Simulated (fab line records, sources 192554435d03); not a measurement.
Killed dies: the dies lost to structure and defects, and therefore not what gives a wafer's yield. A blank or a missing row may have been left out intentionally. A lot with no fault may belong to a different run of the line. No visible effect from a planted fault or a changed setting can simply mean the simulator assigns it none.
Which tool did it? / flow n5-finfet / 24 lots with 72 wafers sampled at 6 steps, on a route of 1938 steps

== WHAT EACH GAUGE READ, for each wafer ==
N5_BEOL_M8_THK_MEAS_53: measures by xrf.
lot=L074; measured=day 9 12:43; on=film-metro-01; M8_THK (nm)=73.9 78.8 73.3
lot=L076; measured=day 9 17:39; on=film-metro-01; M8_THK (nm)=78.6 78.7 76.6
lot=L075; measured=day 10 05:52; on=film-metro-01; M8_THK (nm)=77.8 79.7 78.5
lot=L077; measured=day 10 11:16; on=film-metro-01; M8_THK (nm)=72.5 82.0 77.1
lot=L078; measured=day 10 16:31; on=film-metro-02; M8_THK (nm)=79.9 74.0 73.5
lot=L079; measured=day 11 00:28; on=film-metro-02; M8_THK (nm)=78.8 78.6 79.5
lot=L081; measured=day 11 05:45; on=film-metro-01; M8_THK (nm)=76.3 76.8 79.0
lot=L080; measured=day 11 08:41; on=film-metro-02; M8_THK (nm)=77.9 79.4 82.9
lot=L082; measured=day 11 12:56; on=film-metro-02; M8_THK (nm)=74.7 73.9 80.2
lot=L083; measured=day 11 18:26; on=film-metro-02; M8_THK (nm)=78.6 81.2 79.8
lot=L085; measured=day 12 04:27; on=film-metro-01; M8_THK (nm)=80.7 80.2 80.3
lot=L084; measured=day 12 04:42; on=film-metro-02; M8_THK (nm)=79.3 78.9 77.2
lot=L086; measured=day 12 13:04; on=film-metro-02; M8_THK (nm)=79.4 75.0 76.9
lot=L087; measured=day 12 19:14; on=film-metro-01; M8_THK (nm)=81.3 81.8 79.4
lot=L088; measured=day 13 02:14; on=film-metro-01; M8_THK (nm)=79.9 77.3 73.7
lot=L090; measured=day 13 10:20; on=film-metro-01; M8_THK (nm)=76.7 79.3 76.6
lot=L089; measured=day 13 19:08; on=film-metro-01; M8_THK (nm)=83.4 78.3 80.7
lot=L092; measured=day 14 06:25; on=film-metro-02; M8_THK (nm)=77.9 77.5 80.9
lot=L095; measured=day 14 19:41; on=film-metro-01; M8_THK (nm)=76.0 77.2 79.7
lot=L093; measured=day 14 19:58; on=film-metro-02; M8_THK (nm)=71.4 77.5 71.9
lot=L091; measured=day 14 20:25; on=film-metro-02; M8_THK (nm)=72.0 75.1 73.6
lot=L094; measured=day 15 04:10; on=film-metro-01; M8_THK (nm)=80.0 80.4 83.0
lot=L096; measured=day 15 14:38; on=film-metro-01; M8_THK (nm)=73.6 73.8 73.0
lot=L097; measured=day 15 14:47; on=film-metro-01; M8_THK (nm)=83.2 85.6 80.5

N5_BEOL_M9_INSPECT_13: inspects for defects (brightfield).
lot=L074; measured=day 9 15:28; on=defect-inspect-02; raw-defect-count=458 514 566
lot=L076; measured=day 9 19:35; on=defect-inspect-01; raw-defect-count=319 480 364
lot=L075; measured=day 10 08:00; on=defect-inspect-02; raw-defect-count=387 447 373
lot=L077; measured=day 10 12:43; on=defect-inspect-02; raw-defect-count=300 251 313
lot=L078; measured=day 10 19:02; on=defect-inspect-01; raw-defect-count=495 435 486
lot=L079; measured=day 11 02:26; on=defect-inspect-01; raw-defect-count=486 432 487
lot=L081; measured=day 11 08:32; on=defect-inspect-02; raw-defect-count=398 387 472
lot=L080; measured=day 11 09:59; on=defect-inspect-02; raw-defect-count=451 427 381
lot=L082; measured=day 11 17:05; on=defect-inspect-02; raw-defect-count=320 266 360
lot=L083; measured=day 11 21:14; on=defect-inspect-01; raw-defect-count=372 432 390
lot=L085; measured=day 12 06:46; on=defect-inspect-02; raw-defect-count=392 317 476
lot=L084; measured=day 12 07:04; on=defect-inspect-01; raw-defect-count=392 377 288
lot=L086; measured=day 12 17:42; on=defect-inspect-01; raw-defect-count=415 326 400
lot=L087; measured=day 12 22:42; on=defect-inspect-01; raw-defect-count=337 368 399
lot=L088; measured=day 13 03:48; on=defect-inspect-01; raw-defect-count=585 445 374
lot=L090; measured=day 13 14:23; on=defect-inspect-02; raw-defect-count=461 489 376
lot=L089; measured=day 13 22:13; on=defect-inspect-02; raw-defect-count=421 376 498
lot=L092; measured=day 14 09:41; on=defect-inspect-01; raw-defect-count=326 593 329
lot=L095; measured=day 14 21:46; on=defect-inspect-01; raw-defect-count=463 390 378
lot=L093; measured=day 14 21:47; on=defect-inspect-02; raw-defect-count=240 335 482
lot=L091; measured=day 15 00:17; on=defect-inspect-01; raw-defect-count=376 243 364
lot=L094; measured=day 15 05:56; on=defect-inspect-02; raw-defect-count=394 386 476
lot=L096; measured=day 15 18:04; on=defect-inspect-01; raw-defect-count=289 261 376
lot=L097; measured=day 15 17:51; on=defect-inspect-01; raw-defect-count=468 365 561

N5_BEOL_M9_OCD_MEAS_38.
lot=L074; measured=day 9 17:58; on=ocd-01; trench-depth-nm (nm)=146.2 150.4 154.8
lot=L076; measured=day 9 23:58; on=ocd-01; trench-depth-nm (nm)=147.7 147.7 146.8
lot=L075; measured=day 10 09:55; on=ocd-02; trench-depth-nm (nm)=149.8 147.6 147.1
lot=L077; measured=day 10 14:40; on=ocd-01; trench-depth-nm (nm)=148.8 149.0 147.8
lot=L078; measured=day 10 23:04; on=ocd-02; trench-depth-nm (nm)=148.4 147.0 148.1
lot=L079; measured=day 11 06:07; on=ocd-02; trench-depth-nm (nm)=147.9 147.1 149.7
lot=L081; measured=day 11 10:22; on=ocd-01; trench-depth-nm (nm)=148.7 151.2 150.2
lot=L080; measured=day 11 11:43; on=ocd-01; trench-depth-nm (nm)=148.7 149.6 149.6
lot=L082; measured=day 11 18:55; on=ocd-01; trench-depth-nm (nm)=146.8 146.9 147.7
lot=L083; measured=day 12 00:52; on=ocd-02; trench-depth-nm (nm)=148.8 149.0 147.5
lot=L085; measured=day 12 09:31; on=ocd-01; trench-depth-nm (nm)=149.3 148.9 147.8
lot=L084; measured=day 12 09:58; on=ocd-02; trench-depth-nm (nm)=151.7 147.8 148.9
lot=L086; measured=day 12 22:08; on=ocd-02; trench-depth-nm (nm)=148.5 153.5 147.7
lot=L087; measured=day 13 00:10; on=ocd-02; trench-depth-nm (nm)=147.9 148.2 146.8
lot=L088; measured=day 13 05:52; on=ocd-01; trench-depth-nm (nm)=147.9 148.6 150.0
lot=L090; measured=day 13 16:07; on=ocd-02; trench-depth-nm (nm)=151.2 147.7 151.7
lot=L089; measured=day 14 02:11; on=ocd-01; trench-depth-nm (nm)=147.5 148.7 150.5
lot=L092; measured=day 14 13:31; on=ocd-02; trench-depth-nm (nm)=149.1 155.9 150.6
lot=L095; measured=day 15 00:58; on=ocd-01; trench-depth-nm (nm)=152.1 158.4 153.1
lot=L093; measured=day 15 01:25; on=ocd-02; trench-depth-nm (nm)=150.7 147.9 149.6
lot=L091; measured=day 15 01:53; on=ocd-02; trench-depth-nm (nm)=153.6 154.2 153.6
lot=L094; measured=day 15 08:50; on=ocd-01; trench-depth-nm (nm)=157.0 149.6 152.5
lot=L096; measured=day 15 21:54; on=ocd-01; trench-depth-nm (nm)=155.4 147.2 154.8
lot=L097; measured=day 15 22:59; on=ocd-02; trench-depth-nm (nm)=149.5 152.2 153.9

== WHAT TOOL EACH LOT RAN ON (gives the tool, then ch and the chambers of the sampled wafers, and finally the start) ==
lot=L074; N5_BEOL_M8_STRIP_80=rie-diel-03 ch 0,2,3, day 9 10:32 or earlier; N5_BEOL_M8_CURE_75=uv-cure-02 ch 2, day 9 10:32; N5_BEOL_M9_PECVD_70=pecvd-04 ch 0,1,2, day 9 13:32
lot=L076; N5_BEOL_M8_STRIP_80=rie-diel-02 ch 0,1,3, day 9 15:35 or earlier; N5_BEOL_M8_CURE_75=uv-cure-01 ch 0, day 9 15:35; N5_BEOL_M9_PECVD_70=pecvd-01 ch 1, day 9 18:28
lot=L075; N5_BEOL_M8_STRIP_80=rie-diel-02 ch 0,1,3, day 10 00:44 or earlier; N5_BEOL_M8_CURE_75=uv-cure-03 ch 2, day 10 00:44; N5_BEOL_M9_PECVD_70=pecvd-01 ch 0,1,2, day 10 06:41
lot=L077; N5_BEOL_M8_STRIP_80=rie-diel-03 ch 1,2, day 10 03:44 or earlier; N5_BEOL_M8_CURE_75=uv-cure-03 ch 0, day 10 03:44; N5_BEOL_M9_PECVD_70=pecvd-02 ch 0,1, day 10 12:05
lot=L078; N5_BEOL_M8_STRIP_80=rie-diel-03 ch 2,3, day 10 11:08 or earlier; N5_BEOL_M8_CURE_75=uv-cure-03 ch 2, day 10 11:08; N5_BEOL_M9_PECVD_70=pecvd-01 ch 1,2, day 10 17:20
lot=L079; N5_BEOL_M8_STRIP_80=rie-diel-03 ch 0,3, day 10 18:40 or earlier; N5_BEOL_M8_CURE_75=uv-cure-02 ch 1, day 10 18:40; N5_BEOL_M9_PECVD_70=pecvd-02 ch 1,2, day 11 01:17
lot=L081; N5_BEOL_M8_STRIP_80=rie-diel-03 ch 0,2,3, day 11 02:33 or earlier; N5_BEOL_M8_CURE_75=uv-cure-03 ch 2, day 11 02:33; N5_BEOL_M9_PECVD_70=pecvd-04 ch 0,1,2, day 11 06:35
lot=L080; N5_BEOL_M8_STRIP_80=rie-diel-03 ch 0,1,3, day 11 05:10 or earlier; N5_BEOL_M8_CURE_75=uv-cure-03 ch 1, day 11 05:10; N5_BEOL_M9_PECVD_70=pecvd-01 ch 0,2, day 11 09:31
lot=L082; N5_BEOL_M8_STRIP_80=rie-diel-03 ch 1,2, day 11 10:38 or earlier; N5_BEOL_M8_CURE_75=uv-cure-01 ch 2, day 11 10:38; N5_BEOL_M9_PECVD_70=pecvd-02 ch 0,1,2, day 11 13:45
lot=L083; N5_BEOL_M8_STRIP_80=rie-diel-02 ch 1,2, day 11 16:32 or earlier; N5_BEOL_M8_CURE_75=uv-cure-02 ch 1, day 11 16:32; N5_BEOL_M9_PECVD_70=pecvd-01 ch 1,2, day 11 19:26
lot=L085; N5_BEOL_M8_STRIP_80=rie-diel-02 ch 1,3, day 12 01:29 or earlier; N5_BEOL_M8_CURE_75=uv-cure-03 ch 0, day 12 01:29; N5_BEOL_M9_PECVD_70=pecvd-04 ch 1,2, day 12 05:59
lot=L084; N5_BEOL_M8_STRIP_80=rie-diel-02 ch 1,2,3, day 12 01:47 or earlier; N5_BEOL_M8_CURE_75=uv-cure-03 ch 1, day 12 01:47; N5_BEOL_M9_PECVD_70=pecvd-02 ch 1,2, day 12 06:14
lot=L086; N5_BEOL_M8_STRIP_80=rie-diel-01 ch 0,2,3, day 12 10:19 or earlier; N5_BEOL_M8_CURE_75=uv-cure-03 ch 2, day 12 10:19; N5_BEOL_M9_PECVD_70=pecvd-04 ch 0,1,2, day 12 14:22
lot=L087; N5_BEOL_M8_STRIP_80=rie-diel-01 ch 2,3, day 12 17:06 or earlier; N5_BEOL_M8_CURE_75=uv-cure-03 ch 0, day 12 17:06; N5_BEOL_M9_PECVD_70=pecvd-04 ch 0,1,2, day 12 20:05
lot=L088; N5_BEOL_M8_STRIP_80=rie-diel-01 ch 1,2, day 12 23:52 or earlier; N5_BEOL_M8_CURE_75=uv-cure-03 ch 0, day 12 23:52; N5_BEOL_M9_PECVD_70=pecvd-01 ch 0,1, day 13 03:04
lot=L090; N5_BEOL_M8_STRIP_80=rie-diel-01 ch 0,1, day 13 06:36 or earlier; N5_BEOL_M8_CURE_75=uv-cure-02 ch 0, day 13 06:36; N5_BEOL_M9_PECVD_70=pecvd-02 ch 0,2, day 13 11:11
lot=L089; N5_BEOL_M8_STRIP_80=rie-diel-03 ch 0,1,2, day 13 16:45 or earlier; N5_BEOL_M8_CURE_75=uv-cure-01 ch 0, day 13 16:45; N5_BEOL_M9_PECVD_70=pecvd-04 ch 0,2, day 13 20:04
lot=L092; N5_BEOL_M8_STRIP_80=rie-diel-02 ch 1,2,3, day 14 03:56 or earlier; N5_BEOL_M8_CURE_75=uv-cure-02 ch 0, day 14 03:56; N5_BEOL_M9_PECVD_70=pecvd-01 ch 0,2, day 14 08:09
lot=L095; N5_BEOL_M8_STRIP_80=rie-diel-02 ch 1,3, day 14 17:33 or earlier; N5_BEOL_M8_CURE_75=uv-cure-01 ch 2, day 14 17:33; N5_BEOL_M9_PECVD_70=pecvd-01 ch 1,2, day 14 20:41
lot=L093; N5_BEOL_M8_STRIP_80=rie-diel-01 ch 0,3, day 14 17:38 or earlier; N5_BEOL_M8_CURE_75=uv-cure-02 ch 2, day 14 17:38; N5_BEOL_M9_PECVD_70=pecvd-02 ch 1,2, day 14 21:10
lot=L091; N5_BEOL_M8_STRIP_80=rie-diel-03 ch 0,2, day 14 17:58 or earlier; N5_BEOL_M8_CURE_75=uv-cure-01 ch 2, day 14 17:58; N5_BEOL_M9_PECVD_70=pecvd-02 ch 0,1, day 14 21:42
lot=L094; N5_BEOL_M8_STRIP_80=rie-diel-02 ch 2,3, day 15 01:32 or earlier; N5_BEOL_M8_CURE_75=uv-cure-02 ch 0, day 15 01:32; N5_BEOL_M9_PECVD_70=pecvd-04 ch 0,1, day 15 04:59
lot=L096; N5_BEOL_M8_STRIP_80=rie-diel-01 ch 0,1, day 15 10:47 or earlier; N5_BEOL_M8_CURE_75=uv-cure-01 ch 1, day 15 10:47; N5_BEOL_M9_PECVD_70=pecvd-01 ch 1,2, day 15 15:56
lot=L097; N5_BEOL_M8_STRIP_80=rie-diel-02 ch 0,1,2, day 15 11:41 or earlier; N5_BEOL_M8_CURE_75=uv-cure-01 ch 2, day 15 11:41; N5_BEOL_M9_PECVD_70=pecvd-02 ch 0,1,2, day 15 15:38
- N5_BEOL_M8_STRIP_80: strips in N2/H2, time 10 s.
- N5_BEOL_M8_CURE_75: cures SiCOH lowk, time 120 s.
- N5_BEOL_M9_PECVD_70: deposits SiO2 from TEOS/O2, target thk 20 nm, time 22.7 s.

== WHAT THE TOOLS THEMSELVES READ (means of the sampled wafers that have a number; where no wafer has one, the mark that the record gives instead) ==
N5_BEOL_M8_STRIP_80.
lot=L074; tool=rie-diel-03; drypump-motor-current-A (A)=5.7; oes-product-au (a.u.)=0.75; rf-vpp-V (V)=58.7; showerhead-plenum-p-Torr (Torr)=2.49; temp-c (C)=39.94; throttle-valve-pct (%)=23.6
lot=L076; tool=rie-diel-02; drypump-motor-current-A (A)=5.8; oes-product-au (a.u.)=0.82; rf-vpp-V (V)=59.8; showerhead-plenum-p-Torr (Torr)=2.57; temp-c (C)=40.12; throttle-valve-pct (%)=23.7
lot=L075; tool=rie-diel-02; drypump-motor-current-A (A)=5.8; oes-product-au (a.u.)=0.81; rf-vpp-V (V)=59.3; showerhead-plenum-p-Torr (Torr)=2.57; temp-c (C)=40.02; throttle-valve-pct (%)=23.7
lot=L077; tool=rie-diel-03; drypump-motor-current-A (A)=5.8; oes-product-au (a.u.)=0.80; rf-vpp-V (V)=58.3; showerhead-plenum-p-Torr (Torr)=2.50; temp-c (C)=40.02; throttle-valve-pct (%)=23.2
lot=L078; tool=rie-diel-03; drypump-motor-current-A (A)=5.7; oes-product-au (a.u.)=0.75; rf-vpp-V (V)=59.6; showerhead-plenum-p-Torr (Torr)=2.53; temp-c (C)=39.99; throttle-valve-pct (%)=23.3
lot=L079; tool=rie-diel-03; drypump-motor-current-A (A)=5.8; oes-product-au (a.u.)=0.87; rf-vpp-V (V)=60.6; showerhead-plenum-p-Torr (Torr)=2.61; temp-c (C)=40.05; throttle-valve-pct (%)=23.5
lot=L081; tool=rie-diel-03; drypump-motor-current-A (A)=5.7; oes-product-au (a.u.)=0.82; rf-vpp-V (V)=60.1; showerhead-plenum-p-Torr (Torr)=2.59; temp-c (C)=39.95; throttle-valve-pct (%)=23.4
lot=L080; tool=rie-diel-03; drypump-motor-current-A (A)=5.9; oes-product-au (a.u.)=0.89; rf-vpp-V (V)=58.9; showerhead-plenum-p-Torr (Torr)=2.58; temp-c (C)=40.00; throttle-valve-pct (%)=23.4
lot=L082; tool=rie-diel-03; drypump-motor-current-A (A)=5.8; oes-product-au (a.u.)=0.78; rf-vpp-V (V)=60.2; showerhead-plenum-p-Torr (Torr)=2.49; temp-c (C)=39.89; throttle-valve-pct (%)=23.3
lot=L083; tool=rie-diel-02; drypump-motor-current-A (A)=5.5; oes-product-au (a.u.)=0.86; rf-vpp-V (V)=59.8; showerhead-plenum-p-Torr (Torr)=2.70; temp-c (C)=40.15; throttle-valve-pct (%)=23.8
lot=L085; tool=rie-diel-02; drypump-motor-current-A (A)=6.1; oes-product-au (a.u.)=0.86; rf-vpp-V (V)=60.6; showerhead-plenum-p-Torr (Torr)=2.66; temp-c (C)=40.07; throttle-valve-pct (%)=23.4
lot=L084; tool=rie-diel-02; drypump-motor-current-A (A)=5.9; oes-product-au (a.u.)=0.83; rf-vpp-V (V)=60.1; showerhead-plenum-p-Torr (Torr)=2.66; temp-c (C)=39.97; throttle-valve-pct (%)=23.7
lot=L086; tool=rie-diel-01; drypump-motor-current-A (A)=5.6; oes-product-au (a.u.)=0.73; rf-vpp-V (V)=59.8; showerhead-plenum-p-Torr (Torr)=2.56; temp-c (C)=40.06; throttle-valve-pct (%)=23.7
lot=L087; tool=rie-diel-01; drypump-motor-current-A (A)=5.3; oes-product-au (a.u.)=0.78; rf-vpp-V (V)=59.6; showerhead-plenum-p-Torr (Torr)=2.50; temp-c (C)=40.14; throttle-valve-pct (%)=23.6
lot=L088; tool=rie-diel-01; drypump-motor-current-A (A)=5.8; oes-product-au (a.u.)=0.76; rf-vpp-V (V)=59.9; showerhead-plenum-p-Torr (Torr)=2.49; temp-c (C)=40.01; throttle-valve-pct (%)=23.5
lot=L090; tool=rie-diel-01; drypump-motor-current-A (A)=5.9; oes-product-au (a.u.)=0.69; rf-vpp-V (V)=59.6; showerhead-plenum-p-Torr (Torr)=2.59; temp-c (C)=40.09; throttle-valve-pct (%)=23.5
lot=L089; tool=rie-diel-03; drypump-motor-current-A (A)=5.7; oes-product-au (a.u.)=0.83; rf-vpp-V (V)=59.1; showerhead-plenum-p-Torr (Torr)=2.56; temp-c (C)=40.02; throttle-valve-pct (%)=23.4
lot=L092; tool=rie-diel-02; drypump-motor-current-A (A)=5.9; oes-product-au (a.u.)=0.81; rf-vpp-V (V)=59.6; showerhead-plenum-p-Torr (Torr)=2.65; temp-c (C)=40.03; throttle-valve-pct (%)=23.7
lot=L095; tool=rie-diel-02; drypump-motor-current-A (A)=6.2; oes-product-au (a.u.)=0.78; rf-vpp-V (V)=59.1; showerhead-plenum-p-Torr (Torr)=2.61; temp-c (C)=39.92; throttle-valve-pct (%)=23.6
lot=L093; tool=rie-diel-01; drypump-motor-current-A (A)=5.8; oes-product-au (a.u.)=0.77; rf-vpp-V (V)=59.8; showerhead-plenum-p-Torr (Torr)=2.61; temp-c (C)=40.03; throttle-valve-pct (%)=23.6
lot=L091; tool=rie-diel-03; drypump-motor-current-A (A)=5.5; oes-product-au (a.u.)=0.76; rf-vpp-V (V)=60.0; showerhead-plenum-p-Torr (Torr)=2.56; temp-c (C)=39.93; throttle-valve-pct (%)=23.4
lot=L094; tool=rie-diel-02; drypump-motor-current-A (A)=5.7; oes-product-au (a.u.)=0.78; rf-vpp-V (V)=59.0; showerhead-plenum-p-Torr (Torr)=2.65; temp-c (C)=39.82; throttle-valve-pct (%)=23.9
lot=L096; tool=rie-diel-01; drypump-motor-current-A (A)=5.9; oes-product-au (a.u.)=0.67; rf-vpp-V (V)=58.7; showerhead-plenum-p-Torr (Torr)=2.58; temp-c (C)=39.95; throttle-valve-pct (%)=23.6
lot=L097; tool=rie-diel-02; drypump-motor-current-A (A)=5.4; oes-product-au (a.u.)=0.84; rf-vpp-V (V)=59.9; showerhead-plenum-p-Torr (Torr)=2.70; temp-c (C)=39.93; throttle-valve-pct (%)=23.7

N5_BEOL_M8_CURE_75.
lot=L074; tool=uv-cure-02; lamp-power-pct (%)=52.34; wafer_temp_C_max=371.6
lot=L076; tool=uv-cure-01; lamp-power-pct (%)=52.23; wafer_temp_C_max=371.5
lot=L075; tool=uv-cure-03; lamp-power-pct (%)=52.26; wafer_temp_C_max=371.5
lot=L077; tool=uv-cure-03; lamp-power-pct (%)=52.37; wafer_temp_C_max=370.4
lot=L078; tool=uv-cure-03; lamp-power-pct (%)=52.30; wafer_temp_C_max=371.3
lot=L079; tool=uv-cure-02; lamp-power-pct (%)=52.28; wafer_temp_C_max=371.8
lot=L081; tool=uv-cure-03; lamp-power-pct (%)=52.30; wafer_temp_C_max=371.0
lot=L080; tool=uv-cure-03; lamp-power-pct (%)=52.28; wafer_temp_C_max=372.4
lot=L082; tool=uv-cure-01; lamp-power-pct (%)=52.28; wafer_temp_C_max=373.3
lot=L083; tool=uv-cure-02; lamp-power-pct (%)=52.28; wafer_temp_C_max=371.5
lot=L085; tool=uv-cure-03; lamp-power-pct (%)=52.34; wafer_temp_C_max=371.0
lot=L084; tool=uv-cure-03; lamp-power-pct (%)=52.33; wafer_temp_C_max=371.9
lot=L086; tool=uv-cure-03; lamp-power-pct (%)=52.33; wafer_temp_C_max=371.4
lot=L087; tool=uv-cure-03; lamp-power-pct (%)=52.32; wafer_temp_C_max=370.8
lot=L088; tool=uv-cure-03; lamp-power-pct (%)=52.35; wafer_temp_C_max=370.9
lot=L090; tool=uv-cure-02; lamp-power-pct (%)=52.41; wafer_temp_C_max=371.9
lot=L089; tool=uv-cure-01; lamp-power-pct (%)=52.30; wafer_temp_C_max=371.4
lot=L092; tool=uv-cure-02; lamp-power-pct (%)=52.32; wafer_temp_C_max=371.6
lot=L095; tool=uv-cure-01; lamp-power-pct (%)=52.30; wafer_temp_C_max=372.9
lot=L093; tool=uv-cure-02; lamp-power-pct (%)=52.31; wafer_temp_C_max=371.4
lot=L091; tool=uv-cure-01; lamp-power-pct (%)=52.33; wafer_temp_C_max=373.2
lot=L094; tool=uv-cure-02; lamp-power-pct (%)=52.26; wafer_temp_C_max=372.1
lot=L096; tool=uv-cure-01; lamp-power-pct (%)=52.29; wafer_temp_C_max=371.3
lot=L097; tool=uv-cure-01; lamp-power-pct (%)=52.34; wafer_temp_C_max=372.6

N5_BEOL_M9_PECVD_70.
lot=L074; tool=pecvd-04; chamber-pressure-Torr (Torr)=5.504; heater-power-w (W)=904; showerhead-plenum-p-Torr (Torr)=8.75; throttle-valve-pct (%)=23.6
lot=L076; tool=pecvd-01; chamber-pressure-Torr (Torr)=5.498; heater-power-w (W)=545; showerhead-plenum-p-Torr (Torr)=8.85; throttle-valve-pct (%)=22.3
lot=L075; tool=pecvd-01; chamber-pressure-Torr (Torr)=5.509; heater-power-w (W)=767; showerhead-plenum-p-Torr (Torr)=8.79; throttle-valve-pct (%)=22.1
lot=L077; tool=pecvd-02; chamber-pressure-Torr (Torr)=5.522; heater-power-w (W)=695; showerhead-plenum-p-Torr (Torr)=8.78; throttle-valve-pct (%)=23.2
lot=L078; tool=pecvd-01; chamber-pressure-Torr (Torr)=5.497; heater-power-w (W)=691; showerhead-plenum-p-Torr (Torr)=8.84; throttle-valve-pct (%)=22.0
lot=L079; tool=pecvd-02; chamber-pressure-Torr (Torr)=5.494; heater-power-w (W)=658; showerhead-plenum-p-Torr (Torr)=8.79; throttle-valve-pct (%)=22.6
lot=L081; tool=pecvd-04; chamber-pressure-Torr (Torr)=5.497; heater-power-w (W)=881; showerhead-plenum-p-Torr (Torr)=8.75; throttle-valve-pct (%)=23.5
lot=L080; tool=pecvd-01; chamber-pressure-Torr (Torr)=5.504; heater-power-w (W)=807; showerhead-plenum-p-Torr (Torr)=8.75; throttle-valve-pct (%)=22.5
lot=L082; tool=pecvd-02; chamber-pressure-Torr (Torr)=5.509; heater-power-w (W)=602; showerhead-plenum-p-Torr (Torr)=8.82; throttle-valve-pct (%)=22.1
lot=L083; tool=pecvd-01; chamber-pressure-Torr (Torr)=5.499; heater-power-w (W)=641; showerhead-plenum-p-Torr (Torr)=8.85; throttle-valve-pct (%)=22.0
lot=L085; tool=pecvd-04; chamber-pressure-Torr (Torr)=5.501; heater-power-w (W)=792; showerhead-plenum-p-Torr (Torr)=8.72; throttle-valve-pct (%)=23.4
lot=L084; tool=pecvd-02; chamber-pressure-Torr (Torr)=5.500; heater-power-w (W)=609; showerhead-plenum-p-Torr (Torr)=8.80; throttle-valve-pct (%)=22.5
lot=L086; tool=pecvd-04; chamber-pressure-Torr (Torr)=5.493; heater-power-w (W)=811; showerhead-plenum-p-Torr (Torr)=8.75; throttle-valve-pct (%)=23.4
lot=L087; tool=pecvd-04; chamber-pressure-Torr (Torr)=5.505; heater-power-w (W)=862; showerhead-plenum-p-Torr (Torr)=8.74; throttle-valve-pct (%)=23.5
lot=L088; tool=pecvd-01; chamber-pressure-Torr (Torr)=5.502; heater-power-w (W)=609; showerhead-plenum-p-Torr (Torr)=8.79; throttle-valve-pct (%)=22.6
lot=L090; tool=pecvd-02; chamber-pressure-Torr (Torr)=5.493; heater-power-w (W)=561; showerhead-plenum-p-Torr (Torr)=8.81; throttle-valve-pct (%)=21.9
lot=L089; tool=pecvd-04; chamber-pressure-Torr (Torr)=5.498; heater-power-w (W)=862; showerhead-plenum-p-Torr (Torr)=8.79; throttle-valve-pct (%)=23.8
lot=L092; tool=pecvd-01; chamber-pressure-Torr (Torr)=5.498; heater-power-w (W)=853; showerhead-plenum-p-Torr (Torr)=8.79; throttle-valve-pct (%)=21.8
lot=L095; tool=pecvd-01; chamber-pressure-Torr (Torr)=5.510; heater-power-w (W)=829; showerhead-plenum-p-Torr (Torr)=8.86; throttle-valve-pct (%)=21.5
lot=L093; tool=pecvd-02; chamber-pressure-Torr (Torr)=5.509; heater-power-w (W)=618; showerhead-plenum-p-Torr (Torr)=8.80; throttle-valve-pct (%)=22.6
lot=L091; tool=pecvd-02; chamber-pressure-Torr (Torr)=5.515; heater-power-w (W)=689; showerhead-plenum-p-Torr (Torr)=8.77; throttle-valve-pct (%)=23.4
lot=L094; tool=pecvd-04; chamber-pressure-Torr (Torr)=5.498; heater-power-w (W)=958; showerhead-plenum-p-Torr (Torr)=8.76; throttle-valve-pct (%)=24.9
lot=L096; tool=pecvd-01; chamber-pressure-Torr (Torr)=5.493; heater-power-w (W)=778; showerhead-plenum-p-Torr (Torr)=8.84; throttle-valve-pct (%)=21.6
lot=L097; tool=pecvd-02; chamber-pressure-Torr (Torr)=5.494; heater-power-w (W)=630; showerhead-plenum-p-Torr (Torr)=8.82; throttle-valve-pct (%)=22.4

== THE ANSWER, worked out from the rows above alone ==
Rule: usual is defined by the lots themselves. Put in order of their means at a reading, lots are off if they are a third of the lots or fewer, leave a main group of 4 or more, and stand apart from it by a gap of 3 or more times the standard deviation of the main group's means; of several such gaps the widest counts. If all means in a main group match to the digits the tables above print for the reading, that group is not used. A lot without any number at a reading at which 4 lots or more have one is off too. All remaining lots with rows at the step are treated as sound. Order of review: gauges by route order, followed by the tools' own readings, for which a lot's mean as printed above is used. The first step at which some lot is off is used, and at that step the reading that is off furthest; a lot without a number counts as furthest.
Across all readings shown, no lot is off: no conclusion can be drawn from this.

== WHAT WAS PUT IN BY THE SIMULATOR ==
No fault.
